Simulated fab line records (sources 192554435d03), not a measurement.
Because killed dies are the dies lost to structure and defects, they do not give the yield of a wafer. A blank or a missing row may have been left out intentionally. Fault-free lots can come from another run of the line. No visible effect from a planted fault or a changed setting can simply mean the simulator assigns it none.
Split-lot study	flow n5-finfet	21 wafers read across 7 lots, on a route 1938 steps long

## THE SPLIT ITSELF
At N5_HKMG_FIN_HK_ALD_01 (deposits HfO2, target thk 1.6 nm, pulse time 3 s, purge time 3 s), the setting ald-cycles was moved away from the recipe's 30 on 8 of the 21 wafers read, by -16.7% to +16.7%. For the rest of the wafers, this setting stayed at what the recipe calls for.

## FROM THE SPLIT TO THE READING: what the file shows between them, 4 steps
- N5_HKMG_FIN_HK_ANNEAL_02: time 30 s
- N5_HKMG_FIN_ALD_74: deposits La2O3, target thk 0.5 nm, pulse time 6 s, co reactant pulse time 1 s
- N5_HKMG_FIN_WET_ETCH_82: etches La2O3 in dHCl, stops on HfO2, target depth 2 nm, rinse time 30 s
- N5_HKMG_FIN_ALD_36: deposits TiN, target thk 1 nm, pulse time 1 s, purge time 3 s

## THE READING
HK_THK, in nm, at N5_HKMG_FIN_THK_MEAS_70 (measures by xrf). On this fab line, fault-free wafers typically give 1.589 nm with a standard deviation of 0.019 nm.

wafer	tool, chamber at the split	ald-cycles as run	against the recipe	HK_THK, nm	against lot-mates on the recipe
L081.2	ald-hk-01, 1	26	-13.3%	1.374	-0.212
L081.5	ald-hk-01, 1,2	30	recipe	1.584	-
L081.6	ald-hk-01, 1,2	30	recipe	1.589	-
L083.2	ald-hk-03, 0	35	+16.7%	1.887	+0.265
L083.4	ald-hk-03, 3	30	recipe	1.622	-
L083.5	ald-hk-03, 0	35	+16.7%	1.869	+0.247
L085.1	ald-hk-03, 3	27	-10.0%	1.434	-0.145
L085.2	ald-hk-03, 2,3	30	recipe	1.581	-
L085.6	ald-hk-03, 2,3	30	recipe	1.577	-
L086.3	ald-hk-02, 3	30	recipe	1.616	-
L086.5	ald-hk-02, 2,1	27	-10.0%	1.400	-0.216
L086.6	ald-hk-02, 2,1	27	-10.0%	1.390	-0.226
L089.3	ald-hk-02, 1,0	25	-16.7%	1.302	-0.255
L089.5	ald-hk-02, 1,0	25	-16.7%	1.313	-0.244
L089.6	ald-hk-02, 3	30	recipe	1.557	-
L090.2	ald-hk-02, 1,2,1	30	recipe	1.562	-
L090.4	ald-hk-02, 1,2,1	30	recipe	1.626	-
L090.6	ald-hk-02, 1,2,1	30	recipe	1.607	-
L096.2	ald-hk-02, 1,2,2	30	recipe	1.600	-
L096.3	ald-hk-02, 1,2,2	30	recipe	1.576	-
L096.5	ald-hk-02, 1,2,2	30	recipe	1.554	-
Rows listing several chambers each stand for several wafers; the file does not say which wafer went through which chamber.

FIT RESULTS
A straight line over all 21 wafers: HK_THK changes by +0.0172 nm for each +1% of ald-cycles; r = +0.99; the points scatter about the line by 0.022 nm.
The same after taking each lot's own level away (the mean of its wafers on the recipe; 21 wafers): +0.016 nm for each +1%; r = +0.99; scatter 0.025 nm.
According to that fit, moving ald-cycles by its largest amount changes the reading by 0.27 nm.
Across the lots, their own levels run from 1.5570 to 1.6220 nm, a range of 3.4 times the standard deviation given above.
The two slopes agree, so the slope changes little with the lot-to-lot level.
Check: for one of the wafers moved furthest among these (+16.7%), held out of the fit, the line's prediction against its lot-mates is +0.26 nm. It came out at +0.265 nm against them.

## THESE WAFERS: OTHER SPLITS
These wafers also went through other splits before the reading. Each is held against what the fit with the lots' levels taken away leaves over:
other split on the same wafers	wafers away from the commonest value	r with HK_THK (lot level and that fit taken away)
N5_WELL_APT_COAT_19 spin-rpm	10	-0.33
N5_FIN_SAQP_SPACER1_ALD_24 ald-cycles	6	+0.00
N5_FIN_CUT_EXPOSE_05 dose-mj	10	+0.32
N5_SPACER0_ALD_00 ald-cycles	7	+0.01
N5_SD_EPI_N_PEB_07 peb-temp-c	8	-0.20
N5_SDB_CUT_ETCH_26 icp-w	5	+0.22

## FILE'S OWN FIT
HK_THK changes by +0.016 nm for each +1% of ald-cycles, r = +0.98.
